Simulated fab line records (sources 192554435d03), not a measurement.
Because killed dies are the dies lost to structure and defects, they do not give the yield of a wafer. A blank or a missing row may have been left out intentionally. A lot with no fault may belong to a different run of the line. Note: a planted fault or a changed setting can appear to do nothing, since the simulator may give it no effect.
Problem report in the 8D (eight disciplines) form, filled by code / flow n5Finfet / the parts of the form that need people (team, actions taken, sign-off) are left out

## 1. THE ISSUE
Mean of spinSpeedRpm at N5_WELL_APT_COAT_02: 1485.3 rpm across 6 wafers in 2 lots; on wafers with no fault it is 1357.1 rpm (standard deviation 0.98). That is +99 or more standard deviations from the usual mean.
The step: resist thk 950 nm.
Seen first at day 6 07:54 on lithoTrack-04, wafer L774.1. At this step, 18 wafers from 6 lots have a number in the record. The rule behind "out" and "out of limits": a value lying over 4 standard deviations away from the usual mean. The rest of the wafers with a number are treated as sound.

## 2. WHAT IT IS AND WHAT IT IS NOT
question=which readings at this step; is=spinSpeedRpm; is not=-
question=which lots; is=L774, L776; is not=L759, L767, L769, L773
question=which wafers of those lots; is=all that have a number; is not=-
question=read on which tools; is=lithoTrack-04; is not=lithoTrack-01, lithoTrack-03
question=when; is=from day 6 07:54; is not=up to then (12 sound wafers)

## 3. THE SUSPECTS, EACH WITH WHAT RULES IT OUT
Counting: a tool stays on the suspect list if, at a process step up to the reading, it processed all lots that are out and no sound lot following the first of them.
- rieSi-06 at N5_ZERO_LAYER_ETCH_18 (etches Si in HBr/Cl2, target depth 120 nm, time 40 s): kept. It ran every lot that is out, first L774 (day 6 07:23), and no sound lot after that.
- lithoTrack-04 at N5_WELL_APT_COAT_02 (resist thk 950 nm): kept. Every lot that is out went through it, starting with L774 (day 6 07:54), and after that it ran no sound lot; the last sound lot it ran before then is L769 (day 5 01:17). Its own readings are out on those wafers: spinSpeedRpm.
Remaining after the count are rieSi-06 at N5_ZERO_LAYER_ETCH_18 and lithoTrack-04 at N5_WELL_APT_COAT_02.

## 4. THE CAUSE (what the simulator had put in)
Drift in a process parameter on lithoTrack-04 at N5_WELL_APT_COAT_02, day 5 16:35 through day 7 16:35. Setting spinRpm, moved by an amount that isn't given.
2 suspects survive the count, and this tool is in that group.

## 5. SEQUENCE OF EFFECTS, ordered by route
Rows list readings where the struck wafers' mean (over those with a number) sits beyond 3 standard deviations from the usual. Only readings whose record carries a usual standard deviation are examined. hours: median over the lots of the time between each lot's start at the first step of this table that gives one and its start at this step. sigmas: the change, counted in usual standard deviations.
hours=0; step=N5_WELL_APT_COAT_02; reading=spinSpeedRpm; usual=1357.1 rpm; on struck wafers=1485.3; change=+128.2; sigmas=+99 or more
Here are the process steps it includes:
- N5_WELL_APT_COAT_02: resist thk 950 nm.
At these later measuring or inspecting steps, every struck wafer for which the step has a row has a number for every such reading, and none has moved that far: N5_WELL_APT_CD_MEAS_08, N5_WELL_APT_OVL_MEAS_09, N5_WELL_APT_INSPECT_10, N5_BEOL_M4_RC_MEAS_101.

## 6. HOW IT WOULD HAVE BEEN CAUGHT EARLIER
First out-of-limits reading in this record: day 6 07:54, which is 15 hours after fault onset at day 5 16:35.
